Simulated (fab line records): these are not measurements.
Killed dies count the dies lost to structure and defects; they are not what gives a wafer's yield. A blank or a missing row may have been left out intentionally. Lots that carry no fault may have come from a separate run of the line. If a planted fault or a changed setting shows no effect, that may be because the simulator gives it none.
Matching of chambers ; flow n5-finfet ; N5_BEOL_M10_ILD_DEP_00 on pecvd-04 has 3 sister chambers
The step deposits SiCOH lowk from DEMS/porogen, target thk 308.51 nm, time 58 s. 3 wafers are shown with their chamber, then 12 later ones without.

## WAFERS WITH THEIR CHAMBER
wafer;chamber;showerhead-plenum-p-Torr (Torr)
L087.1;2;5.742
L087.3;0;5.744
L087.5;1;5.725

## WAFERS WHOSE CHAMBER IS MISSING
wafer;showerhead-plenum-p-Torr (Torr)
L091.3;5.746
L091.4;5.740
L091.5;5.730
L093.1;5.746
L093.4;5.704
L093.5;5.728
L097.2;5.713
L097.3;5.742
L097.5;5.740
L094.1;5.758
L094.2;5.733
L094.4;5.728

## WHICH CHAMBER EACH ONE RAN IN
wafer;from the rows above;in truth
L091.3;can't be placed: 0 or 2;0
L091.4;can't be placed: 2 or 0 or 1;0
L091.5;can't be placed: 1 or 2 or 0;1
L093.1;can't be placed: 0 or 2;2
L093.4;can't be placed: 1 or 2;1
L093.5;can't be placed: 1 or 2 or 0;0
L097.2;can't be placed: 1 or 2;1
L097.3;can't be placed: 2 or 0 or 1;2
L097.5;can't be placed: 2 or 0 or 1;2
L094.1;can't be placed: 0 or 2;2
L094.2;can't be placed: 1 or 2 or 0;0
L094.4;can't be placed: 1 or 2 or 0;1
Correctly placed: 0 of 12. Can't be placed from these rows: 12 (the true chamber is among the candidates in 12). 0 placed wrongly.
How it was worked out, from the rows above alone: a wafer's distance from a chamber is the root of the sum, over the readings, of the square of ((its reading less the chamber's mean) divided by the reading's scatter). The wafer belongs to the nearest chamber; if the next one is less than 2 further off, it can't be placed. The mean given for a chamber averages the wafers shown for that chamber. The scatter (one wafer shown for each chamber): square how far every hidden wafer sits from the nearest shown wafer, average those squares and take the square root.
